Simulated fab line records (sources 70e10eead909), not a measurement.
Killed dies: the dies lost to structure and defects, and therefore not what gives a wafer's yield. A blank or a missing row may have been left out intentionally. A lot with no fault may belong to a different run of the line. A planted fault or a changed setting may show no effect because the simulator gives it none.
fab line records	flow nandHarc
[record] lots = 24	wafers = 72	lastDay = 34
route steps=1302 shown P_BONDPAD@375 A_ZERO_WELL@403 A_CHANNEL_HOLE_D1@474 A_CHANNEL_FILL_D1@494
lots that met no fault: from a run of the same line without faults
startH: start of the lot's first displayed wafer, in hours after the record's first day	waitH: hours elapsed since this lot's preceding step	" unchanged from the row above	L1.1+2: a single row standing in for several wafers	- value missing, or start not given	* or withheld: withheld	< > ~ a bound
route shown NAME@n: a module of which the file shows steps, and the number in the route of the first	usual: the fault-free wafers' mean and standard deviation	same: alike in all rows	chamber/n: place in a boat	sites: per-site readings	_std_site: the values' standard deviation	_edge_site: the outer-site mean with the inner-site mean subtracted	radiusMm: for every site, how far away it sits from the centre of the wafer	mask NAME#n: copy n	behind: the most recent tool/chamber to have shaped the wafer	hold: reason for holding the lot/hours on hold/outcome of the hold	device: the n, p or np transistor that did not switch	end of line: the same wafers' tests at the end of the route	for a step that has no rows: nothing shown but its recipe	killed: not the wafer's yield, but the dies lost to structure and defects at the first sort	map: per-die view of a wafer (x killed, . not killed, _ where there is no die)
set.NAME: the run value of the setting; set.NAME@STEP: its run value at that earlier step	model.NAME: the simulator's own value behind a step, which no gauge read
steps of the route over a sample of lots; a table a step, a row a wafer
services: the hour from which a tool's chamber was out of use, counted from the record's first day as startH (under 0 if before that day), plus the number of hours and why
[[steps]]
[step NHARC_P_BONDPAD_PRE_CLEAN_26]
[recipe] timeS = 30	tempC = 280	gas = H2/He
[usual] heaterPowerW = 399/37
lot.wafer	tool	chamber	startH	waitH	heaterPowerW
L074.3	pvdSputter-02	-	-	-	375
L074.5	"	-	"	"	431
L074.6	"	-	"	"	404
L075.1	pvdSputter-01	-	-	-	412
L075.2	"	-	"	"	415
L075.5	"	-	"	"	423
L076.2	pvdSputter-01	-	-	-	407
L076.5	"	-	"	"	415
L076.6	"	-	"	"	427
L077.3	pvdSputter-02	-	-	-	384
L077.2	"	-	"	"	415
L077.5	"	-	"	"	381
L078.1	pvdSputter-02	-	-	-	312
L078.5	"	-	"	"	381
L078.6	"	-	"	"	422
L079.1	pvdSputter-03	-	-	-	445
L079.6	"	-	"	"	389
L079.5	"	-	"	"	397
L080.2	pvdSputter-01	-	-	-	430
L080.3	"	-	"	"	417
L080.5	"	-	"	"	417
L081.2	pvdSputter-02	-	-	-	318
L081.4	"	-	"	"	389
L081.3	"	-	"	"	419
L082.2	pvdSputter-02	-	-	-	395
L082.4	"	-	"	"	307
L082.1	"	-	"	"	429
L083.1	pvdSputter-01	-	-	-	420
L083.2	"	-	"	"	419
L083.3	"	-	"	"	436
L084.2	pvdSputter-02	-	-	-	319
L084.1	"	-	"	"	388
L084.6	"	-	"	"	422
L086.1	pvdSputter-03	-	-	-	393
L086.2	"	-	"	"	449
L086.5	"	-	"	"	450
L085.2	pvdSputter-03	-	-	-	437
L085.3	"	-	"	"	386
L085.6	"	-	"	"	445
L087.1	pvdSputter-01	-	-	-	409
L087.3	"	-	"	"	407
L087.6	"	-	"	"	428
L089.2	pvdSputter-03	-	-	-	395
L089.6	"	-	"	"	382
L089.5	"	-	"	"	391
L088.3	pvdSputter-01	-	-	-	399
L088.2	"	-	"	"	412
L088.5	"	-	"	"	418
L090.2	pvdSputter-01	-	-	-	407
L090.5	"	-	"	"	445
L090.6	"	-	"	"	403
L091.4	pvdSputter-01	-	-	-	425
L091.2	"	-	"	"	393
L091.6	"	-	"	"	425
L092.1	pvdSputter-03	-	-	-	382
L092.2	"	-	"	"	436
L092.4	"	-	"	"	357
L093.1	pvdSputter-01	-	-	-	398
L093.4	"	-	"	"	437
L093.6	"	-	"	"	402
L094.4	pvdSputter-02	-	-	-	313
L094.1	"	-	"	"	398
L094.5	"	-	"	"	308
L095.2	pvdSputter-02	-	-	-	404
L095.6	"	-	"	"	320
L095.5	"	-	"	"	381
L096.4	pvdSputter-02	-	-	-	440
L096.3	"	-	"	"	303
L096.1	"	-	"	"	391
L097.1	pvdSputter-02	-	-	-	452
L097.2	"	-	"	"	302
L097.5	"	-	"	"	394
[step NHARC_P_BONDPAD_CMP_19]
[recipe] tOverpolishS = 30	cuRecessTouchS = 16	targetThkNm = 160.81
[usual] motorCurrentA = 12.2/1.5	overpolishRunS = 30.001/0.0092	padLifeWafers = 173/120	slurryFlowMlMin = 150.0/0.48
lot.wafer	tool	chamber	startH	waitH	motorCurrentA	overpolishRunS	padLifeWafers	slurryFlowMlMin
L074.3	cmp-01	2	134.86	-	10.6	30.017	169	149.3
L074.5	"	1	"	"	12.8	30.002	-	150.2
L074.6	"	2	"	"	10.2	29.988	-	149.7
L075.1	cmp-02	3	148.49	-	12.0	30.010	20	150.0
L075.2	"	0	"	"	13.3	29.992	21	149.3
L075.5	"	2	"	"	11.2	30.013	-	151.4
L076.2	cmp-01	1	155.73	-	13.8	30.007	261	150.1
L076.6	"	2	"	"	10.5	29.994	-	150.5
L076.5	"	3	"	"	14.8	30.002	-	149.8
L077.3	cmp-02	3	167.03	-	12.3	29.997	78	150.7
L077.2	"	0	"	"	13.3	29.996	79	150.2
L077.5	"	0	"	"	13.7	29.987	-	150.5
L078.1	cmp-02	3	178.75	-	12.6	30.004	115	150.4
L078.6	"	2	"	"	11.7	29.987	-	149.7
L078.5	"	3	"	"	11.7	29.997	-	150.4
L079.1	cmp-01	1	190.89	-	13.6	29.998	6	150.2
L079.5	"	1	"	"	13.7	29.998	-	149.8
L079.6	"	2	"	"	10.6	29.994	-	150.1
L080.2	cmp-02	3	204.39	-	12.5	29.997	216	149.1
L080.3	"	2	"	"	11.1	30.001	219	149.8
L080.5	"	3	"	"	11.4	30.007	-	149.4
L081.3	cmp-01	2	204.97	-	9.9	30.005	60	149.9
L081.4	"	3	"	"	16.1	30.005	61	150.3
L081.2	"	0	"	"	13.5	29.997	62	150.4
L082.4	cmp-02	3	216.84	-	11.0	29.998	265	150.1
L082.1	"	0	"	"	13.6	29.994	266	150.4
L082.2	"	1	"	"	11.3	30.001	267	149.3
L083.1	cmp-02	2	228.96	-	11.4	30.001	312	151.1
L083.2	"	3	"	"	12.0	30.005	313	150.3
L083.3	"	0	"	"	14.4	30.005	314	149.8
L084.1	cmp-01	3	235.01	-	14.8	29.998	211	150.6
L084.2	"	1	"	"	13.7	29.983	213	150.0
L084.6	"	2	"	"	10.3	29.999	-	149.8
L086.2	cmp-02	0	248.60	-	13.7	30.001	13	149.5
L086.1	"	1	"	"	11.8	30.026	14	149.7
L086.5	"	3	"	"	12.3	30.004	-	150.1
L085.3	cmp-03	1	249.80	-	11.1	29.999	348	149.6
L085.2	"	0	"	"	11.0	29.980	351	149.6
L085.6	"	2	"	"	11.6	29.997	-	150.0
L087.1	cmp-01	2	270.60	-	10.9	30.005	331	150.3
L087.3	"	3	"	"	15.2	29.995	332	149.5
L087.6	"	2	"	"	10.0	30.014	-	149.4
L089.2	cmp-03	1	285.85	-	11.1	30.001	86	150.3
L089.6	"	3	"	"	10.7	29.995	-	149.5
L089.5	"	0	"	"	10.6	29.991	-	149.5
L088.3	cmp-01	1	289.18	-	13.8	29.985	0	149.1
L088.2	"	0	"	"	12.7	29.991	3	149.8
L088.5	"	1	"	"	13.8	30.005	-	149.2
L090.2	cmp-03	2	299.17	-	11.1	30.004	103	149.7
L090.5	"	1	"	"	10.3	30.013	-	150.1
L090.6	"	2	"	"	11.3	30.009	-	150.2
L091.4	cmp-01	3	303.26	-	15.4	30.010	66	149.7
L091.2	"	2	"	"	10.0	30.003	69	150.8
L091.6	"	3	"	"	15.1	30.000	-	148.6
L092.2	cmp-02	1	316.81	-	12.2	29.983	300	149.5
L092.1	"	2	"	"	12.1	30.007	301	151.2
L092.4	"	3	"	"	12.5	29.996	302	150.3
L093.1	cmp-01	0	329.62	-	13.1	30.008	200	149.7
L093.4	"	1	"	"	13.1	30.014	201	149.1
L093.6	"	2	"	"	9.9	30.005	-	149.8
L094.1	cmp-03	2	339.80	-	11.2	30.002	301	149.9
L094.4	"	0	"	"	11.1	29.997	303	150.1
L094.5	"	2	"	"	11.2	30.003	-	150.1
L095.2	cmp-03	2	341.06	-	11.0	29.977	308	150.3
L095.6	"	0	"	"	10.9	29.990	-	150.1
L095.5	"	1	"	"	10.9	30.001	-	149.8
L096.1	cmp-02	2	354.56	-	11.0	29.999	30	150.0
L096.4	"	3	"	"	11.7	29.999	31	150.2
L096.3	"	0	"	"	13.4	30.006	32	150.7
L097.1	cmp-01	0	362.42	-	13.0	30.006	342	150.0
L097.2	"	3	"	"	14.0	30.010	345	150.3
L097.5	"	0	"	"	12.6	29.991	-	149.8
[step NHARC_P_BONDPAD_THK_MEAS_20]
[recipe] thkMeasGauge = xrf
[usual] thkNm = 160.7/1.4
lot.wafer	tool	chamber	startH	waitH	thkNm
L074.3	filmMetro-01	-	135.16	-	160.1
L074.5	"	-	"	"	160.6
L074.6	"	-	"	"	159.3
L075.1	filmMetro-02	-	148.75	-	159.1
L075.2	"	-	"	"	160.1
L075.5	"	-	"	"	161.8
L076.2	filmMetro-02	-	155.97	-	159.7
L076.5	"	-	"	"	160.2
L076.6	"	-	"	"	160.2
L077.2	filmMetro-01	-	167.35	-	160.8
L077.3	"	-	"	"	161.6
L077.5	"	-	"	"	161.1
L078.1	filmMetro-02	-	179.05	-	159.9
L078.5	"	-	"	"	160.9
L078.6	"	-	"	"	161.8
L079.1	filmMetro-02	-	191.21	-	160.4
L079.5	"	-	"	"	161.2
L079.6	"	-	"	"	159.3
L080.2	filmMetro-01	-	204.71	-	158.2
L080.3	"	-	"	"	162.1
L080.5	"	-	"	"	161.8
L081.2	filmMetro-02	-	205.29	-	158.5
L081.3	"	-	"	"	159.1
L081.4	"	-	"	"	160.8
L082.1	filmMetro-01	-	217.13	-	159.8
L082.2	"	-	"	"	161.5
L082.4	"	-	"	"	161.6
L083.1	filmMetro-01	-	229.28	-	160.4
L083.2	"	-	"	"	158.9
L083.3	"	-	"	"	160.6
L084.1	filmMetro-01	-	235.30	-	162.2
L084.2	"	-	"	"	161.2
L084.6	"	-	"	"	158.1
L086.1	filmMetro-02	-	248.89	-	162.1
L086.2	"	-	"	"	160.1
L086.5	"	-	"	"	160.1
L085.2	filmMetro-01	-	250.12	-	161.9
L085.3	"	-	"	"	161.2
L085.6	"	-	"	"	161.9
L087.1	filmMetro-02	-	270.90	-	158.8
L087.3	"	-	"	"	158.6
L087.6	"	-	"	"	159.2
L089.2	filmMetro-01	-	286.12	-	159.1
L089.5	"	-	"	"	160.2
L089.6	"	-	"	"	163.1
L088.2	filmMetro-01	-	289.51	-	161.5
L088.3	"	-	"	"	159.5
L088.5	"	-	"	"	160.6
L090.2	filmMetro-01	-	299.47	-	159.4
L090.5	"	-	"	"	160.8
L090.6	"	-	"	"	161.4
L091.2	filmMetro-02	-	303.58	-	161.9
L091.4	"	-	"	"	161.7
L091.6	"	-	"	"	162.1
L092.1	filmMetro-01	-	317.13	-	163.7
L092.2	"	-	"	"	159.9
L092.4	"	-	"	"	161.3
L093.1	filmMetro-02	-	329.89	-	161.7
L093.4	"	-	"	"	160.4
L093.6	"	-	"	"	159.5
L094.1	filmMetro-02	-	340.09	-	163.0
L094.4	"	-	"	"	161.9
L094.5	"	-	"	"	160.0
L095.2	filmMetro-01	-	341.33	-	163.1
L095.5	"	-	"	"	159.7
L095.6	"	-	"	"	159.6
L096.1	filmMetro-01	-	354.88	-	157.7
L096.3	"	-	"	"	159.0
L096.4	"	-	"	"	158.9
L097.1	filmMetro-01	-	362.75	-	158.7
L097.2	"	-	"	"	162.2
L097.5	"	-	"	"	163.6
[step NHARC_A_ZERO_WELL_DESCUM_12]
[recipe] timeS = 3	o2FlowSccm = 200	arFlowSccm = 0	biasPowerW = 0	chemistry = O2
[usual] drypumpMotorCurrentA = 5.8/0.62	oesProductAu = 1.001/0.0095	rfVppV = 57.9/0.89	showerheadPlenumPTorr = 1.93/0.09	throttleValvePct = 11.311/0.01
lot.wafer	tool	chamber	startH	waitH	drypumpMotorCurrentA	oesProductAu	rfHoursCounterH	rfVppV	showerheadPlenumPTorr	throttleValvePct
L074.3	rieDiel-03	2	136.72	-	5.2	1.011	2	58.7	2.03	11.323
L074.5	"	2	"	"	5.2	1.004	-	58.2	2.03	11.313
L074.6	"	3	"	"	5.7	1.004	-	57.8	1.99	11.320
L075.1	rieDiel-08	0	150.33	-	6.1	1.009	3	57.3	1.81	11.291
L075.2	"	1	"	"	6.0	0.992	4	58.6	1.98	11.311
L075.5	"	2	"	"	4.8	0.995	-	58.7	2.02	11.309
L076.2	rieDiel-08	3	157.54	-	6.6	1.007	4	56.9	1.86	11.337
L076.6	"	1	"	"	5.9	1.006	-	59.8	1.98	11.299
L076.5	"	2	"	"	4.8	0.990	-	58.8	2.02	11.314
L077.3	rieDiel-08	1	168.91	-	5.9	0.999	4	58.6	1.98	11.305
L077.2	"	2	"	"	4.8	0.984	1	58.6	2.02	11.308
L077.5	"	1	"	"	6.0	1.003	-	58.2	1.98	11.315
L078.1	rieDiel-03	1	180.72	-	5.3	0.999	10	56.8	1.79	11.302
L078.6	"	0	"	"	5.7	0.998	-	59.8	2.02	11.330
L078.5	"	1	"	"	5.3	0.993	-	57.2	1.79	11.303
L079.1	rieDiel-03	3	192.76	-	5.6	1.007	13	58.8	1.99	11.308
L079.5	"	3	"	"	5.6	1.000	-	59.0	1.99	11.311
L079.6	"	0	"	"	5.7	0.988	-	59.0	2.01	11.305
L080.2	rieDiel-08	3	206.30	-	6.6	1.018	0	58.3	1.86	11.285
L080.3	"	1	"	"	6.0	1.014	0	58.5	1.98	11.320
L080.5	"	0	"	"	6.1	1.011	-	58.1	1.81	11.315
L081.2	rieDiel-08	2	207.00	-	4.7	0.995	0	57.6	2.02	11.299
L081.4	"	3	"	"	6.6	1.012	0	57.4	1.86	11.311
L081.3	"	0	"	"	6.1	1.008	0	56.5	1.81	11.300
L082.4	rieDiel-08	1	218.87	-	6.0	0.997	1	58.6	1.98	11.314
L082.1	"	2	"	"	4.7	0.992	1	57.3	2.02	11.307
L082.2	"	3	"	"	6.6	1.012	1	58.3	1.86	11.305
L083.3	rieDiel-03	2	230.96	-	5.1	0.979	17	56.2	2.03	11.324
L083.2	"	0	"	"	5.6	0.993	18	58.4	2.01	11.324
L083.1	"	1	"	"	5.3	0.990	18	58.0	1.78	11.320
L084.2	rieDiel-08	1	237.02	-	6.0	1.006	1	59.6	1.98	11.307
L084.1	"	2	"	"	4.7	0.987	1	59.0	2.02	11.317
L084.6	"	1	"	"	6.0	1.007	-	58.3	1.98	11.323
L086.2	rieDiel-08	0	250.59	-	6.1	1.003	1	56.2	1.81	11.327
L086.1	"	1	"	"	6.0	1.002	1	57.4	1.98	11.314
L086.5	"	3	"	"	6.6	1.000	-	59.8	1.86	11.292
L085.2	rieDiel-08	0	251.69	-	6.1	1.008	1	56.0	1.81	11.311
L085.3	"	1	"	"	6.0	1.004	1	57.5	1.98	11.329
L085.6	"	0	"	"	6.1	1.001	-	57.2	1.81	11.294
L087.3	rieDiel-08	1	272.59	-	6.0	0.990	1	58.6	1.98	11.304
L087.1	"	3	"	"	6.6	1.004	2	57.8	1.86	11.308
L087.6	"	2	"	"	4.7	0.997	-	58.8	2.02	11.297
L089.2	rieDiel-08	3	287.68	-	6.6	1.010	3	57.1	1.86	11.313
L089.5	"	2	"	"	4.7	1.008	-	58.6	2.02	11.325
L089.6	"	3	"	"	6.6	1.015	-	58.4	1.86	11.306
L088.3	rieDiel-03	0	291.10	-	5.6	0.995	0	57.4	2.01	11.311
L088.2	"	1	"	"	5.3	0.981	0	56.1	1.78	11.328
L088.5	"	3	"	"	5.7	0.993	-	57.9	1.99	11.327
L090.2	rieDiel-08	3	301.18	-	6.6	1.013	3	58.2	1.86	11.298
L090.6	"	0	"	"	6.0	1.011	-	56.5	1.81	11.317
L090.5	"	1	"	"	6.0	1.010	-	57.7	1.98	11.321
L091.4	rieDiel-08	1	305.27	-	5.9	1.004	3	58.3	1.98	11.329
L091.2	"	2	"	"	4.8	1.001	3	57.8	2.02	11.316
L091.6	"	1	"	"	6.0	1.006	-	57.4	1.98	11.307
L092.4	rieDiel-08	1	318.84	-	6.0	1.010	3	59.1	1.98	11.299
L092.2	"	2	"	"	4.8	1.000	3	58.4	2.02	11.311
L092.1	"	3	"	"	6.6	1.001	3	58.1	1.86	11.321
L093.4	rieDiel-08	0	331.44	-	6.1	1.009	4	56.3	1.81	11.305
L093.1	"	2	"	"	4.7	0.996	4	58.7	2.02	11.302
L093.6	"	0	"	"	6.1	1.006	-	58.7	1.81	11.308
L094.1	rieDiel-08	2	341.65	-	4.8	0.993	4	59.5	2.02	11.305
L094.4	"	0	"	"	6.1	1.001	4	58.5	1.81	11.311
L094.5	"	2	"	"	4.8	0.999	-	57.8	2.02	11.310
L095.2	rieDiel-08	3	343.04	-	6.6	1.010	4	56.6	1.86	11.299
L095.5	"	2	"	"	4.8	0.994	-	59.3	2.02	11.312
L095.6	"	3	"	"	6.6	1.011	-	57.6	1.86	11.297
L096.3	rieDiel-08	2	356.45	-	4.7	0.996	4	57.9	2.02	11.289
L096.4	"	3	"	"	6.6	1.006	4	57.5	1.86	11.311
L096.1	"	0	"	"	6.1	1.001	4	55.2	1.81	11.293
L097.2	rieDiel-08	1	364.41	-	6.0	0.998	4	58.4	1.98	11.305
L097.1	"	3	"	"	6.6	0.998	4	58.4	1.86	11.324
L097.5	"	3	"	"	6.6	1.006	-	57.7	1.86	11.307
[step NHARC_A_CHANNEL_HOLE_D1_ETCH_22]
[recipe] biasV = 3000	sourceW = withheld	pressureMtorr = 20	timeS = 666.7	arFlowSccm = 375	c4f8FlowSccm = 89.3	o2FlowSccm = 35.7	tempC = -20	targetDepthA = 16000	chemistry = C4F8/O2/Ar
[usual] c4f8FlowSccm = 89.34/0.3	drypumpMotorCurrentA = 5.4/0.44	heBacksideLeakSccm = 6.3/0.98	showerheadPlenumPTorr = 3.70/0.049	throttleValvePct = 32.155/0.0089
lot.wafer	tool	chamber	startH	waitH	c4f8FlowSccm	drypumpMotorCurrentA	heBacksideLeakSccm	rfHoursCounterH	showerheadPlenumPTorr	throttleValvePct
L074.3	harEtch-02	0	181.40	0.4	89.37	5.5	6.9	-	3.77	32.159
L074.6	"	1	"	"	89.53	5.2	5.4	-	3.77	32.149
L074.5	"	0	"	"	89.55	5.5	6.9	-	3.77	32.154
L075.1	harEtch-02	1	190.71	0.4	89.36	5.2	5.5	298	3.77	32.157
L075.2	"	0	"	"	89.64	5.5	6.7	298	3.77	32.150
L075.5	"	0	"	"	89.42	5.5	6.9	-	3.77	32.142
L076.2	harEtch-02	1	206.05	0.4	89.23	5.2	5.9	305	3.76	32.149
L076.5	"	0	"	"	89.21	5.5	6.8	-	3.76	32.146
L076.6	"	1	"	"	89.39	5.2	5.5	-	3.76	32.158
L077.2	harEtch-02	0	212.23	0.4	88.98	5.5	6.8	309	3.76	32.154
L077.3	"	0	"	"	88.78	5.5	6.8	-	3.76	32.150
L077.5	"	1	"	"	89.40	5.2	6.3	-	3.76	32.159
L078.1	harEtch-01	0	223.31	0.4	89.97	6.1	6.2	108	3.66	32.154
L078.6	"	1	"	"	88.83	4.7	5.8	-	3.72	32.168
L078.5	"	0	"	"	89.14	6.1	6.1	-	3.66	32.150
L079.1	harEtch-02	0	236.88	0.4	89.22	5.5	6.8	325	3.75	32.158
L079.5	"	1	"	"	88.89	5.2	5.9	-	3.75	32.169
L079.6	"	0	"	"	89.07	5.5	6.6	-	3.75	32.161
L080.2	harEtch-02	1	256.07	0.4	89.86	5.2	5.7	332	3.75	32.143
L080.3	"	1	"	"	89.45	5.2	5.8	-	3.75	32.165
L080.5	"	0	"	"	89.59	5.5	7.2	-	3.75	32.166
L081.2	harEtch-01	0	256.21	0.4	89.15	6.1	5.8	127	3.65	32.162
L081.3	"	0	"	"	89.16	6.0	5.8	-	3.65	32.156
L081.4	"	1	"	"	89.37	4.7	6.0	-	3.71	32.147
L082.1	harEtch-02	1	263.36	0.4	90.04	5.2	6.1	336	3.74	32.154
L082.2	"	0	"	"	88.76	5.5	7.1	336	3.74	32.159
L082.4	"	0	"	"	89.07	5.5	7.2	-	3.74	32.168
L083.1	harEtch-02	0	275.13	0.4	89.59	5.5	7.0	344	3.74	32.160
L083.2	"	1	"	"	89.51	5.2	6.0	344	3.74	32.153
L083.3	"	0	"	"	89.39	5.5	6.8	-	3.74	32.141
L084.2	harEtch-01	1	277.17	0.4	89.68	4.7	5.8	139	3.70	32.152
L084.1	"	0	"	"	89.42	6.0	5.6	139	3.64	32.133
L084.6	"	1	"	"	89.47	4.8	5.9	-	3.70	32.160
L086.2	harEtch-02	0	292.57	0.4	88.95	5.5	6.8	355	3.73	32.158
L086.1	"	1	"	"	89.59	5.2	5.8	355	3.73	32.154
L086.5	"	1	"	"	89.58	5.2	6.1	-	3.73	32.163
L085.2	harEtch-01	1	296.25	0.4	90.05	4.7	5.8	150	3.70	32.160
L085.3	"	1	"	"	89.50	4.7	5.7	-	3.70	32.148
L085.6	"	0	"	"	89.41	6.0	6.2	-	3.63	32.155
L087.1	harEtch-01	0	314.05	0.4	89.85	6.0	6.0	158	3.63	32.169
L087.3	"	1	"	"	89.17	4.7	5.9	-	3.69	32.154
L087.6	"	1	"	"	89.40	4.7	6.0	-	3.69	32.164
L088.2	harEtch-02	1	337.76	0.4	89.37	5.2	6.3	374	3.72	32.160
L088.3	"	1	"	"	89.08	5.2	6.3	-	3.72	32.174
L088.5	"	1	"	"	89.64	5.2	6.0	-	3.72	32.146
L089.2	harEtch-01	0	338.75	0.4	89.21	6.0	6.2	170	3.62	32.150
L089.5	"	0	"	"	89.33	6.1	5.6	-	3.62	32.154
L089.6	"	1	"	"	89.12	4.7	6.0	-	3.69	32.150
L090.2	harEtch-02	0	349.53	0.4	89.35	5.5	7.4	385	3.72	32.144
L090.6	"	0	"	"	89.30	5.5	7.1	-	3.72	32.155
L090.5	"	1	"	"	89.38	5.2	6.4	-	3.72	32.155
L091.2	harEtch-01	1	350.62	0.4	89.24	4.7	5.9	181	3.68	32.150
L091.4	"	0	"	"	89.14	6.1	5.9	-	3.62	32.154
L091.6	"	0	"	"	88.87	6.0	6.0	-	3.62	32.159
L092.1	harEtch-02	1	368.13	0.4	89.21	5.2	6.2	397	3.71	32.144
L092.2	"	0	"	"	89.30	5.5	7.3	397	3.71	32.145
L092.4	"	0	"	"	89.14	5.5	12.5	-	3.71	32.148
L093.1	harEtch-01	1	376.54	0.4	89.90	4.8	6.2	196	3.67	32.145
L093.4	"	1	"	"	88.76	4.7	6.3	-	3.67	32.149
L093.6	"	0	"	"	89.45	6.1	6.3	-	3.61	32.152
L095.2	harEtch-02	1	395.06	0.4	88.99	5.2	4.3	1	3.71	32.142
L095.5	"	1	"	"	88.85	5.2	4.9	-	3.71	32.153
L095.6	"	0	"	"	89.58	5.5	5.6	-	3.71	32.164
L094.1	harEtch-01	0	397.29	0.4	89.23	6.0	5.9	215	3.60	32.154
L094.4	"	1	"	"	89.17	4.8	6.2	-	3.66	32.150
L094.5	"	1	"	"	89.24	4.7	6.2	-	3.66	32.143
L096.1	harEtch-01	0	401.46	0.4	89.27	6.1	6.1	219	3.60	32.142
L096.3	"	0	"	"	89.40	6.1	6.6	-	3.60	32.166
L096.4	"	1	"	"	88.77	4.7	6.1	-	3.66	32.163
L097.1	harEtch-02	1	411.32	0.4	89.95	5.2	4.9	12	3.70	32.152
L097.2	"	0	"	"	88.97	5.5	5.8	12	3.70	32.148
L097.5	"	1	"	"	89.33	5.2	5.1	-	3.70	32.164
[step NHARC_A_CHANNEL_FILL_D1_ALD_14]
[recipe] targetThkA = 25	pulseTimeS = 10	aldCycles = 25	tempC = 300	material = SiO2
[usual] heaterPowerW = 483/54	precursorPulseHeightRel = 1.000/0.019
lot.wafer	tool	chamber	startH	waitH	heaterPowerW	precursorPulseHeightRel
L074.3	aldHk-02	3	193.17	0.1	488	1.004
L074.6	"	1	"	"	444	1.009
L074.5	"	2	"	"	444	0.997
L075.1	aldHk-04	3	202.77	0.0	485	0.976
L075.2	"	0	"	"	517	0.987
L075.5	"	0	"	"	502	0.988
L076.2	aldHk-04	0	218.39	0.1	503	0.995
L076.6	"	2	"	"	466	1.008
L076.5	"	3	"	"	477	1.015
L077.3	aldHk-03	2	224.83	0.6	621	1.016
L077.2	"	3	"	"	452	1.001
L077.5	"	1	"	"	444	1.007
L078.1	aldHk-04	0	235.33	0.1	510	0.969
L078.5	"	2	"	"	466	1.004
L078.6	"	3	"	"	492	0.999
L079.1	aldHk-02	2	248.91	0.1	452	1.000
L079.5	"	1	"	"	430	1.008
L079.6	"	2	"	"	442	1.006
L080.2	aldHk-02	2	268.07	0.1	430	0.977
L080.3	"	3	"	"	477	0.971
L080.5	"	0	"	"	518	1.001
L081.4	aldHk-04	3	268.25	0.3	494	1.019
L081.3	"	0	"	"	494	1.002
L081.2	"	1	"	"	504	1.005
L082.1	aldHk-04	2	275.42	0.0	456	1.010
L082.2	"	0	"	"	500	0.982
L082.4	"	1	"	"	498	1.027
L084.1	aldHk-04	1	287.28	0.0	521	1.020
L084.2	"	2	"	"	453	0.970
L084.6	"	2	"	"	461	0.961
L083.1	aldHk-02	3	287.31	0.1	493	1.056
L083.3	"	0	"	"	540	1.015
L083.2	"	1	"	"	452	0.987
L086.2	aldHk-03	0	305.03	0.1	414	1.001
L086.1	"	1	"	"	470	1.010
L086.5	"	2	"	"	618	1.001
L085.3	aldHk-04	3	308.75	0.0	482	0.994
L085.2	"	1	"	"	504	0.991
L085.6	"	0	"	"	495	1.006
L087.1	aldHk-04	0	326.16	0.1	512	1.021
L087.3	"	2	"	"	463	1.002
L087.6	"	0	"	"	497	1.000
L088.2	aldHk-02	3	349.77	0.0	487	0.962
L088.3	"	1	"	"	444	1.022
L088.5	"	3	"	"	478	0.977
L089.2	aldHk-03	1	349.88	0.2	458	0.969
L089.6	"	2	"	"	624	0.992
L089.5	"	3	"	"	447	1.000
L090.2	aldHk-02	2	363.46	2.0	448	1.015
L090.6	"	0	"	"	522	1.016
L090.5	"	1	"	"	428	0.970
L091.2	aldHk-02	1	363.61	2.1	409	1.001
L091.4	"	3	"	"	464	1.003
L091.6	"	1	"	"	431	1.002
L092.2	aldHk-03	2	380.78	0.0	617	0.982
L092.4	"	3	"	"	457	1.012
L092.1	"	1	"	"	458	1.018
L093.4	aldHk-04	3	389.17	0.0	496	1.014
L093.1	"	1	"	"	514	0.995
L093.6	"	3	"	"	488	1.015
L094.1	aldHk-03	3	407.17	0.1	456	0.965
L094.4	"	1	"	"	436	1.018
L094.5	"	2	"	"	660	0.992
L095.2	aldHk-02	3	407.18	0.1	459	1.036
L095.6	"	1	"	"	416	0.981
L095.5	"	2	"	"	447	0.995
L096.4	aldHk-03	0	414.35	0.9	417	1.018
L096.1	"	1	"	"	452	1.005
L096.3	"	2	"	"	678	1.005
L097.1	aldHk-02	2	423.33	0.0	440	1.002
L097.2	"	0	"	"	519	0.980
L097.5	"	2	"	"	448	1.010
[[services]]
tool	chamber	startH	hours	kind
harEtch-02	-	140.17	5.8	repair
cmp-02	-	141.89	4.0	pm
cmp-01	-	152.10	2.3	repair
pvdSputter-01	-	158.82	4.2	repair
aldHk-02	-	172.30	10.0	pm
pvdSputter-02	-	182.78	3.9	repair
cmp-01	-	185.50	4.0	pm
pvdSputter-02	-	187.20	6.1	repair
rieDiel-08	-	190.80	9.0	pm
cmp-02	-	223.10	3.2	repair
pvdSputter-01	-	228.92	10.0	pm
cmp-02	-	239.89	4.0	pm
aldHk-04	-	254.72	10.0	pm
pvdSputter-02	-	261.18	5.4	repair
pvdSputter-02	-	282.00	10.0	pm
cmp-01	-	283.59	4.0	pm
rieDiel-08	2	309.89	3.1	repair
rieDiel-08	2	359.86	12.1	repair
rieDiel-08	-	367.80	9.0	pm
harEtch-02	-	377.20	17.0	pm
cmp-01	-	381.59	4.0	pm
pvdSputter-02	-	388.05	3.5	repair
pvdSputter-02	-	393.21	4.1	repair
rieDiel-08	0	415.25	4.6	repair
[[key]]
fault none
